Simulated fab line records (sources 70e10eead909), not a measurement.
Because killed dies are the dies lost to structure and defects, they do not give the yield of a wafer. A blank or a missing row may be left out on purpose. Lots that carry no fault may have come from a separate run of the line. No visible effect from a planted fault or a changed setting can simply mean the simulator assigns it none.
Which of the tools did it? / flow nand_harc / 39 wafers from 13 lots sampled at 6 of the route's 1302 steps

WHAT THE GAUGES SHOWED, per wafer
NHARC_A_ONON_D2_THK_MEAS_14: measures by ellipsometry.
lot=L839; measured=day 13 13:11; on=film_metro-02; thk_nm (nm)=983 982 986
lot=L840; measured=day 13 20:40; on=film_metro-01; thk_nm (nm)=996 995 997
lot=L842; measured=day 14 10:38; on=film_metro-02; thk_nm (nm)=1024 1024 1022
lot=L841; measured=day 14 10:49; on=film_metro-01; thk_nm (nm)=1017 1015 1016
lot=L843; measured=day 15 04:22; on=film_metro-01; thk_nm (nm)=984 987 985
lot=L846; measured=day 15 18:14; on=film_metro-02; thk_nm (nm)=989 988 988
lot=L852; measured=day 18 11:26; on=film_metro-01; thk_nm (nm)=1011 1011 1012
lot=L853; measured=day 18 22:46; on=film_metro-02; thk_nm (nm)=1011 1013 1010
lot=L855; measured=day 19 16:47; on=film_metro-01; thk_nm (nm)=989 990 991
lot=L856; measured=day 20 16:59; on=film_metro-02; thk_nm (nm)=998 996 997
lot=L857; measured=day 20 20:34; on=film_metro-01; thk_nm (nm)=1004 1006 1005
lot=L858; measured=day 20 20:36; on=film_metro-02; thk_nm (nm)=999 1000 999
lot=L860; measured=day 21 16:38; on=film_metro-02; thk_nm (nm)=999 1001 999

NHARC_A_ONON_D2_THK_MEAS_30: measures by ellipsometry.
lot=L839; measured=day 13 23:25; on=film_metro-02; thk_nm (nm)=1004 1005 1003
lot=L840; measured=day 14 07:24; on=film_metro-01; thk_nm (nm)=1014 1012 1013
lot=L842; measured=day 14 20:19; on=film_metro-02; thk_nm (nm)=1015 1013 1012
lot=L841; measured=day 14 20:18; on=film_metro-01; thk_nm (nm)=986 989 988
lot=L843; measured=day 15 14:19; on=film_metro-01; thk_nm (nm)=1066 1069 1004
lot=L846; measured=day 16 04:25; on=film_metro-02; thk_nm (nm)=1059 1058 1060
lot=L852; measured=day 18 21:03; on=film_metro-02; thk_nm (nm)=1005 1004 1007
lot=L853; measured=day 19 08:28; on=film_metro-02; thk_nm (nm)=994 993 992
lot=L855; measured=day 20 02:46; on=film_metro-01; thk_nm (nm)=1000 1002 1001
lot=L856; measured=day 21 04:20; on=film_metro-01; thk_nm (nm)=998 999 999
lot=L857; measured=day 21 04:22; on=film_metro-02; thk_nm (nm)=985 986 985
lot=L858; measured=day 21 04:35; on=film_metro-01; thk_nm (nm)=995 995 997
lot=L860; measured=day 22 02:14; on=film_metro-01; thk_nm (nm)=1002 1002 1003

NHARC_END_SORT_01.
lot=L839; measured=day 25 12:48; on=prober-01; killed_at_array=45 49 42; killed_at_other=0 1 1; killed_at_periphery=3 3 3; killed_dies=48 53 46; killed_open=7 4 6; killed_short=3 5 4
lot=L840; measured=day 25 13:32; on=prober-02; killed_at_array=85 72 62; killed_at_other=1 0 1; killed_at_periphery=1 1 1; killed_dies=87 73 64; killed_open=5 4 0; killed_short=1 4 0
lot=L841; measured=day 26 01:20; on=prober-01; killed_at_array=72 67 54; killed_at_other=0 1 0; killed_at_periphery=1 1 1; killed_dies=73 69 55; killed_open=3 3 3; killed_short=2 3 2
lot=L852; measured=day 30 09:11; on=prober-02; killed_at_array=98 110 90; killed_at_other=0 1 0; killed_at_periphery=4 2 3; killed_dies=102 113 93; killed_open=6 3 4; killed_short=2 0 4
lot=L853; measured=day 31 00:33; on=prober-01; killed_at_array=43 51 43; killed_at_other=0 0 2; killed_at_periphery=7 9 7; killed_dies=50 60 52; killed_open=1 5 4; killed_short=2 2 2
lot=L855; measured=day 31 00:34; on=prober-02; killed_at_array=81 64 70; killed_at_other=6 4 2; killed_at_periphery=5 2 5; killed_dies=92 70 77; killed_open=4 3 2; killed_short=6 2 5
lot=L857; measured=day 33 11:43; on=prober-02; killed_at_array=32 45 34; killed_at_other=0 0 1; killed_at_periphery=4 4 6; killed_dies=36 49 41; killed_open=2 4 4; killed_short=9 5 2
lot=L858; measured=day 33 04:41; on=prober-01; killed_at_array=58 49 68; killed_at_other=0 0 0; killed_at_periphery=2 3 6; killed_dies=60 52 74; killed_open=3 3 6; killed_short=1 2 4
lot=L860; measured=day 33 05:29; on=prober-02; killed_at_array=74 84 63; killed_at_other=1 2 0; killed_at_periphery=4 4 6; killed_dies=79 90 69; killed_open=5 3 3; killed_short=2 3 2

TOOL THAT RAN EACH LOT (tool first, then ch and the chambers of the sampled wafers, then the start)
lot=L839; NHARC_A_ONON_D2_DEP_28=pecvd_onon-04 ch 0, day 13 22:57; NHARC_A_ONON_D2_DEP_33=pecvd-03 ch 0,1,2, day 13 23:33; NHARC_A_CHANNEL_HOLE_D2_DEP_01=pecvd-03 ch 0,1,2, day 14 05:14
lot=L840; NHARC_A_ONON_D2_DEP_28=pecvd_onon-03 ch 0, day 14 06:57; NHARC_A_ONON_D2_DEP_33=pecvd-02 ch 0,2, day 14 07:28; NHARC_A_CHANNEL_HOLE_D2_DEP_01=pecvd-01 ch 1,2, day 14 13:38
lot=L842; NHARC_A_ONON_D2_DEP_28=pecvd_onon-04 ch 0, day 14 19:52; NHARC_A_ONON_D2_DEP_33=pecvd-01 ch 0,1, day 14 20:25; NHARC_A_CHANNEL_HOLE_D2_DEP_01=pecvd-04 ch 0,1, day 14 22:52
lot=L841; NHARC_A_ONON_D2_DEP_28=pecvd_onon-03 ch 0, day 14 19:55; NHARC_A_ONON_D2_DEP_33=pecvd-02 ch 0,2, day 14 20:30; NHARC_A_CHANNEL_HOLE_D2_DEP_01=pecvd-03 ch 0,1,2, day 14 23:01
lot=L843; NHARC_A_ONON_D2_DEP_28=pecvd_onon-04 ch 0, day 15 13:49; NHARC_A_ONON_D2_DEP_33=pecvd-03 ch 0,1,2, day 15 14:22; NHARC_A_CHANNEL_HOLE_D2_DEP_01=pecvd-03 ch 1,2, day 15 16:50
lot=L846; NHARC_A_ONON_D2_DEP_28=pecvd_onon-04 ch 0, day 16 03:55; NHARC_A_ONON_D2_DEP_33=pecvd-01 ch 0,1, day 16 04:33; NHARC_A_CHANNEL_HOLE_D2_DEP_01=pecvd-04 ch 0,1,2, day 16 07:08
lot=L852; NHARC_A_ONON_D2_DEP_28=pecvd_onon-03 ch 0, day 18 20:32; NHARC_A_ONON_D2_DEP_33=pecvd-03 ch 1,2, day 18 21:09; NHARC_A_CHANNEL_HOLE_D2_DEP_01=pecvd-01 ch 0,2, day 19 03:24
lot=L853; NHARC_A_ONON_D2_DEP_28=pecvd_onon-03 ch 0, day 19 07:56; NHARC_A_ONON_D2_DEP_33=pecvd-01 ch 0,1,2, day 19 08:51; NHARC_A_CHANNEL_HOLE_D2_DEP_01=pecvd-04 ch 0,1,2, day 19 16:57
lot=L855; NHARC_A_ONON_D2_DEP_28=pecvd_onon-04 ch 0, day 20 02:15; NHARC_A_ONON_D2_DEP_33=pecvd-01 ch 0,2, day 20 02:57; NHARC_A_CHANNEL_HOLE_D2_DEP_01=pecvd-03 ch 0,1,2, day 20 05:49
lot=L856; NHARC_A_ONON_D2_DEP_28=pecvd_onon-03 ch 0, day 21 03:50; NHARC_A_ONON_D2_DEP_33=pecvd-03 ch 0,1,2, day 21 04:29; NHARC_A_CHANNEL_HOLE_D2_DEP_01=pecvd-04 ch 0,1, day 21 11:16
lot=L857; NHARC_A_ONON_D2_DEP_28=pecvd_onon-04 ch 0, day 21 03:52; NHARC_A_ONON_D2_DEP_33=pecvd-02 ch 1,2, day 21 04:25; NHARC_A_CHANNEL_HOLE_D2_DEP_01=pecvd-03 ch 0,2, day 21 13:09
lot=L858; NHARC_A_ONON_D2_DEP_28=pecvd_onon-01 ch 0, day 21 04:08; NHARC_A_ONON_D2_DEP_33=pecvd-02 ch 0,2, day 21 04:41; NHARC_A_CHANNEL_HOLE_D2_DEP_01=pecvd-03 ch 0,1,2, day 21 13:44
lot=L860; NHARC_A_ONON_D2_DEP_28=pecvd_onon-04 ch 0, day 22 01:50; NHARC_A_ONON_D2_DEP_33=pecvd-02 ch 0,2, day 22 02:20; NHARC_A_CHANNEL_HOLE_D2_DEP_01=pecvd-04 ch 0,1, day 22 04:58
- NHARC_A_ONON_D2_DEP_28: target thk 1000 nm.
- NHARC_A_ONON_D2_DEP_33: deposits SiO2, target thk 200 nm.
- NHARC_A_CHANNEL_HOLE_D2_DEP_01: deposits SiON, target thk 140 nm.

WHAT THE TOOLS THEMSELVES READ (means of the sampled wafers that have a number; where no wafer has one, the mark that the record gives instead)
NHARC_A_ONON_D2_DEP_28.
lot=L839; tool=pecvd_onon-04; n2_flow_sccm (sccm)=2748
lot=L840; tool=pecvd_onon-03; n2_flow_sccm (sccm)=2750
lot=L842; tool=pecvd_onon-04; n2_flow_sccm (sccm)=2750
lot=L841; tool=pecvd_onon-03; n2_flow_sccm (sccm)=2752
lot=L843; tool=pecvd_onon-04; n2_flow_sccm (sccm)=2753
lot=L846; tool=pecvd_onon-04; n2_flow_sccm (sccm)=2740
lot=L852; tool=pecvd_onon-03; n2_flow_sccm (sccm)=2738
lot=L853; tool=pecvd_onon-03; n2_flow_sccm (sccm)=2741
lot=L855; tool=pecvd_onon-04; n2_flow_sccm (sccm)=2753
lot=L856; tool=pecvd_onon-03; n2_flow_sccm (sccm)=2759
lot=L857; tool=pecvd_onon-04; n2_flow_sccm (sccm)=2742
lot=L858; tool=pecvd_onon-01; n2_flow_sccm (sccm)=2755
lot=L860; tool=pecvd_onon-04; n2_flow_sccm (sccm)=2752

NHARC_A_ONON_D2_DEP_33.
lot=L839; tool=pecvd-03; heater_power_w (W)=493; throttle_valve_pct (%)=15.4
lot=L840; tool=pecvd-02; heater_power_w (W)=620; throttle_valve_pct (%)=16.0
lot=L842; tool=pecvd-01; heater_power_w (W)=584; throttle_valve_pct (%)=15.8
lot=L841; tool=pecvd-02; heater_power_w (W)=654; throttle_valve_pct (%)=16.2
lot=L843; tool=pecvd-03; heater_power_w (W)=542; throttle_valve_pct (%)=15.4
lot=L846; tool=pecvd-01; heater_power_w (W)=586; throttle_valve_pct (%)=15.8
lot=L852; tool=pecvd-03; heater_power_w (W)=437; throttle_valve_pct (%)=16.1
lot=L853; tool=pecvd-01; heater_power_w (W)=557; throttle_valve_pct (%)=15.8
lot=L855; tool=pecvd-01; heater_power_w (W)=621; throttle_valve_pct (%)=16.1
lot=L856; tool=pecvd-03; heater_power_w (W)=517; throttle_valve_pct (%)=16.1
lot=L857; tool=pecvd-02; heater_power_w (W)=515; throttle_valve_pct (%)=16.0
lot=L858; tool=pecvd-02; heater_power_w (W)=627; throttle_valve_pct (%)=16.1
lot=L860; tool=pecvd-02; heater_power_w (W)=620; throttle_valve_pct (%)=16.3

NHARC_A_CHANNEL_HOLE_D2_DEP_01.
lot=L839; tool=pecvd-03; heater_power_w (W)=746
lot=L840; tool=pecvd-01; heater_power_w (W)=819
lot=L842; tool=pecvd-04; heater_power_w (W)=674
lot=L841; tool=pecvd-03; heater_power_w (W)=722
lot=L843; tool=pecvd-03; heater_power_w (W)=706
lot=L846; tool=pecvd-04; heater_power_w (W)=754
lot=L852; tool=pecvd-01; heater_power_w (W)=828
lot=L853; tool=pecvd-04; heater_power_w (W)=699
lot=L855; tool=pecvd-03; heater_power_w (W)=735
lot=L856; tool=pecvd-04; heater_power_w (W)=766
lot=L857; tool=pecvd-03; heater_power_w (W)=682
lot=L858; tool=pecvd-03; heater_power_w (W)=752
lot=L860; tool=pecvd-04; heater_power_w (W)=762

THE ANSWER, worked out from the rows above alone
Rule: the usual values come from the lots themselves. The widest of any qualifying gaps counts: lots, ordered by their means at a reading, are off when they make up no more than a third of the lots, leave a main group of 4 or more, and stand apart from it by 3 or more times the standard deviation of that group's means. The tables above print the reading to a certain number of digits; a main group whose means all agree to those digits is not used. Also off: a lot with no number at a reading for which 4 or more lots have one. All remaining lots with rows at the step are treated as sound. First the gauges in route order, then the tools' own readings, where a lot's mean is used as printed above. The first step at which some lot is off is used, and at that step the reading that is off furthest; a lot without a number counts as furthest.
Off: L843, L846, at NHARC_A_ONON_D2_THK_MEAS_30 (thk_nm). The main group has a mean of 1000 nm with a standard deviation of 8.7.
A tool fits if, at a process step before that reading, it ran every lot that is off, and no sound lot after the first of them. The gauges at NHARC_A_ONON_D2_THK_MEAS_30 are tried like those tools. None of those tried fits.

WHAT THE SIMULATOR HAD INSERTED
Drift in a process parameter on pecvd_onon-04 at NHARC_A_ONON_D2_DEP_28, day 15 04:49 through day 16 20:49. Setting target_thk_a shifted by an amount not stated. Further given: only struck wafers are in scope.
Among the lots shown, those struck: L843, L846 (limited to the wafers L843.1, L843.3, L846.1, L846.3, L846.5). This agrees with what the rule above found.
